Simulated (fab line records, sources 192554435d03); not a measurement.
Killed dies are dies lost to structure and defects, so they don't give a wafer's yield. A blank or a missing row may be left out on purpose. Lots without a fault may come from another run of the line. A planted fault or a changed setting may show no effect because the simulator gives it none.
Split-lot experiment | flow n5_finfet | 7 lots, 21 wafers read, on a route of 1938 steps

THE SPLIT
At N5_BEOL_M1_COAT_61 (time 60 s, resist thk 60 nm), the setting spin_rpm was moved away from the recipe's 1500 rpm on 7 of the 21 wafers read, by -10.2% to -5.7%. The other wafers ran this setting at the recipe's value.

FROM THE SPLIT TO THE READING: what the file shows between them, 8 steps
- N5_BEOL_M1_COAT_62: time 60 s, resist thk 12 nm
- N5_BEOL_M1_COAT_73: time 60 s, resist thk 5 nm
- N5_BEOL_M1_ETCH_74: etches underlayer in N2/H2, target depth 6.5 nm, time 5.2 s
- N5_BEOL_M1_ETCH_63: etches SiARC in CF4, target depth 15.6 nm, time 26 s
- N5_BEOL_M1_ETCH_64: etches SOC in N2/H2, target depth 75 nm, overetch 15 nm, time 112.5 s
- N5_BEOL_M1_STRIP_65: strips in N2/H2
- N5_BEOL_M1_STRIP_75: strips in N2/H2
- N5_BEOL_M1_STRIP_66: strips in CF4

THE READING
SOC_of_BEOL_M1_COAT_61.thk_nm (the simulator's own value, which no gauge read), in nm, at N5_BEOL_M1_HM_OPEN_17 (chemistry Cl2/BCl3, target TiN, target depth 20 nm, overetch 6 nm). The file gives no usual value for it. The 14 wafers here that ran the recipe average 52.1 nm, standard deviation 0.24 nm.

wafer  | tool, chamber at the split | spin_rpm as run, rpm | against the recipe | SOC_of_BEOL_M1_COAT_61.thk_nm, nm | against lot-mates on the recipe
L078.1 | litho_track-02, 0          | 1347                 | -10.2%             | 54.6                              | +3.0
L078.4 | litho_track-02, 0          | 1347                 | -10.2%             | 55.4                              | +3.8
L078.5 | litho_track-02, 0          | 1500                 | recipe             | 51.6                              | -
L081.2 | litho_track-05, 0          | 1382                 | -7.9%              | 54.4                              | +2.6
L081.3 | litho_track-05, 0          | 1382                 | -7.9%              | 54.2                              | +2.4
L081.5 | litho_track-05, 0          | 1500                 | recipe             | 51.8                              | -
L080.3 | litho_track-05, 0          | 1500                 | recipe             | 52.2                              | -
L080.6 | litho_track-05, 0          | 1500                 | recipe             | 52.2                              | -
L080.4 | litho_track-05, 0          | 1500                 | recipe             | 52.4                              | -
L088.1 | litho_track-05, 0          | 1500                 | recipe             | 52.4                              | -
L088.3 | litho_track-05, 0          | 1500                 | recipe             | 52.2                              | -
L088.5 | litho_track-05, 0          | 1500                 | recipe             | 52.2                              | -
L091.1 | litho_track-02, 0          | 1500                 | recipe             | 52.2                              | -
L091.2 | litho_track-02, 0          | 1500                 | recipe             | 51.8                              | -
L091.6 | litho_track-02, 0          | 1500                 | recipe             | 51.8                              | -
L093.1 | litho_track-02, 0          | 1500                 | recipe             | 51.8                              | -
L093.2 | litho_track-02, 0          | 1500                 | recipe             | 52.2                              | -
L093.4 | litho_track-02, 0          | 1386                 | -7.6%              | 54.4                              | +2.4
L096.2 | litho_track-05, 0          | 1414                 | -5.7%              | 53.6                              | +1.6
L096.6 | litho_track-05, 0          | 1414                 | -5.7%              | 53.6                              | +1.6
L096.5 | litho_track-05, 0          | 1500                 | recipe             | 52                                | -

THE FIT
A straight line over all 21 wafers: SOC_of_BEOL_M1_COAT_61.thk_nm changes by -0.288 nm for each +1% of spin_rpm; r = -0.98; the points scatter about the line by 0.25 nm.
The same after taking each lot's own level away (the mean of its wafers on the recipe; 21 wafers): -0.321 nm for each +1%; r = -0.99; scatter 0.2 nm.
On that fit, the largest move of spin_rpm shifts the reading by 3.3 nm.
The lots' own levels span 51.60 to 52.27 nm, that is 2.7 times the standard deviation above.
So the lot-to-lot level changes the slope: the two fits differ.
Check: with one of the wafers moved furthest among these (-10.2%) left out of the fit, the line predicts +3.34 nm for it against its lot-mates. It came out at +3 nm against them.

OTHER SPLITS ON THESE WAFERS
These wafers also went through other splits before the reading. Each is held against what the fit with the lots' levels taken away leaves over:
other split on the same wafers       | wafers away from the commonest value | r with SOC_of_BEOL_M1_COAT_61.thk_nm (lot level and that fit taken away)
N5_MOL_CONTACT_COAG_COAT_76 spin_rpm | 7                                    | -0.26
N5_BEOL_M0_SAQP_ILD_DEP_01 time_s    | 8                                    | -0.09
N5_BEOL_M0_SAQP_PECVD_97 time_s      | 6                                    | +0.31
N5_BEOL_M0_CUTY_COAT_50 spin_rpm     | 11                                   | -0.16
N5_BEOL_M1_ILD_DEP_00 time_s         | 7                                    | -0.17

THE WHOLE CHAIN: every reading that the file lists as answering this split, in the file's order
step                  | what it does                                                          | reading                                                                        | change (the file's fit)               | r (the file's)
N5_BEOL_M1_COAT_61    | time 60 s, resist thk 60 nm                                           | SOC_of_BEOL_M1_COAT_61.thk_nm (the simulator's own value, which no gauge read) | -0.328 nm for each +1% of the setting | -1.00
N5_BEOL_M1_ETCH_64    | etches SOC in N2/H2, target depth 75 nm, overetch 15 nm, time 112.5 s | etch.depth_nm (the simulator's own value, which no gauge read)                 | -0.327 nm for each +1% of the setting | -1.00
N5_BEOL_M1_HM_OPEN_17 | chemistry Cl2/BCl3, target TiN, target depth 20 nm, overetch 6 nm     | SOC_of_BEOL_M1_COAT_61.thk_nm (the simulator's own value, which no gauge read) | -0.319 nm for each +1% of the setting | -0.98

THE FILE'S OWN FIT
SOC_of_BEOL_M1_COAT_61.thk_nm changes by -0.319 nm for each +1% of spin_rpm, r = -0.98.
